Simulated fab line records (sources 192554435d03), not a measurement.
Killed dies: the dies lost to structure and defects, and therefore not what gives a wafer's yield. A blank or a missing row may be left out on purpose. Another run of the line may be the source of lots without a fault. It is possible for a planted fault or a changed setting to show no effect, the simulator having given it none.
Split-lot study | flow n5-finfet | on a route of 1938 steps: 7 lots, 21 wafers read

## THE SPLIT
At N5_BEOL_M12_ETCH_67 (etches SiARC in CF4, target depth 143 nm, time 238.3 s), the setting source-w was moved away from the recipe's 545 W on 9 of the 21 wafers read, by -6.3% to +12.0%. All remaining wafers had this setting at the recipe value.

The split's own step is where the reading is taken.

## THE READING
rf-vpp-V, in V, at N5_BEOL_M12_ETCH_67 (etches SiARC in CF4, target depth 143 nm, time 238.3 s). Typical for fault-free wafers on this fab line: 184.0 V, with standard deviation 1.1 V.

wafer  | tool, chamber at the split | source-w as run, W | against the recipe | rf-vpp-V, V | against lot-mates on the recipe
L077.2 | rie-diel-01, 3             | 545                | recipe             | 184.5       | -
L077.4 | rie-diel-01, 3             | 545                | recipe             | 183.9       | -
L077.6 | rie-diel-01, 0             | 516.9              | -5.2%              | 188.5       | +4.3
L081.2 | rie-diel-03, 3             | 545                | recipe             | 184.5       | -
L081.5 | rie-diel-03, 2             | 545                | recipe             | 183.2       | -
L081.6 | rie-diel-03, 1             | 545                | recipe             | 184.4       | -
L082.4 | rie-diel-05, 2             | 601.9              | +10.4%             | 176.0       | -8.2
L082.5 | rie-diel-05, 3             | 545                | recipe             | 185.4       | -
L082.6 | rie-diel-05, 2             | 545                | recipe             | 182.9       | -
L087.1 | rie-diel-05, 0             | 610.6              | +12.0%             | 178.6       | -7.9
L087.4 | rie-diel-05, 3             | 610.6              | +12.0%             | 177.0       | -9.5
L087.6 | rie-diel-05, 2             | 545                | recipe             | 186.5       | -
L086.1 | rie-diel-05, 0             | 510.4              | -6.3%              | 189.6       | +7.0
L086.3 | rie-diel-05, 3             | 545                | recipe             | 182.6       | -
L086.6 | rie-diel-05, 2             | 510.4              | -6.3%              | 188.7       | +6.1
L090.2 | rie-diel-03, 3             | 545                | recipe             | 185.5       | -
L090.3 | rie-diel-03, 1             | 545                | recipe             | 184.0       | -
L090.6 | rie-diel-03, 2             | 545                | recipe             | 181.7       | -
L095.1 | rie-diel-05, 0             | 600.8              | +10.2%             | 178.9       | no lot-mate on the recipe
L095.3 | rie-diel-05, 3             | 600.8              | +10.2%             | 178.7       | no lot-mate on the recipe
L095.4 | rie-diel-05, 0             | 600.8              | +10.2%             | 177.6       | no lot-mate on the recipe

THE FIT
A straight line over all 21 wafers: rf-vpp-V changes by -0.624 V for each +1% of source-w; r = -0.95; the points scatter about the line by 1.3 V.
The same after taking each lot's own level away (the mean of its wafers on the recipe; 18 wafers): -0.8 V for each +1%; r = -0.97; scatter 1.1 V.
The reading moves by 9.6 V for the largest change in source-w, on that fit.
From 182.60 to 186.50 V: that is the span of the lots' own levels, equal to 3.5 times the standard deviation above.
So the lot-to-lot level changes the slope: the two fits differ.
Check: for one of the wafers moved furthest among these (+12.0%), held out of the fit, the line's prediction against its lot-mates is -9.98 V. Against them it came out at -7.9 V.
Tool readings at the split's step, against how far the setting was moved: etch-rf-on-time-s r = -0.92; rf-vpp-V r = -0.95.

## THE OTHER SPLITS THESE WAFERS WENT THROUGH
Before the reading, these wafers also passed through other splits. Each is held against what the fit with the lots' levels taken away leaves over:
other split on the same wafers    | wafers away from the commonest value | r with rf-vpp-V (lot level and that fit taken away)
N5_BEOL_M7_VIA_ETCH_34 time-s     | 7                                    | -0.06
N5_BEOL_M7_TRENCH_ETCH_37 bias-w  | 9                                    | +0.31
N5_BEOL_M8_DESCUM_33 time-s       | 11                                   | -0.05
N5_BEOL_M8_ETCH_65 source-w       | 6                                    | -0.11
N5_BEOL_M10_VIA_ETCH_34 time-s    | 7                                    | +0.58
N5_BEOL_M10_ETCH_41 source-w      | 8                                    | +0.23
N5_BEOL_M11_PEB_26 peb-time-s     | 5                                    | -0.20
N5_BEOL_M11_TRENCH_ETCH_37 time-s | 7                                    | -0.37

## THE WHOLE CHAIN: every reading that the file lists as answering this split, in the file's order
step                | what it does                                           | reading           | change (the file's fit)              | r (the file's)
N5_BEOL_M12_ETCH_67 | etches SiARC in CF4, target depth 143 nm, time 238.3 s | etch-rf-on-time-s | withheld for each +1% of the setting | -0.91
N5_BEOL_M12_ETCH_67 | etches SiARC in CF4, target depth 143 nm, time 238.3 s | rf-vpp-V          | -0.792 V for each +1% of the setting | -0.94

## THE FILE'S OWN FIT
rf-vpp-V changes by -0.792 V for each +1% of source-w, r = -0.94.
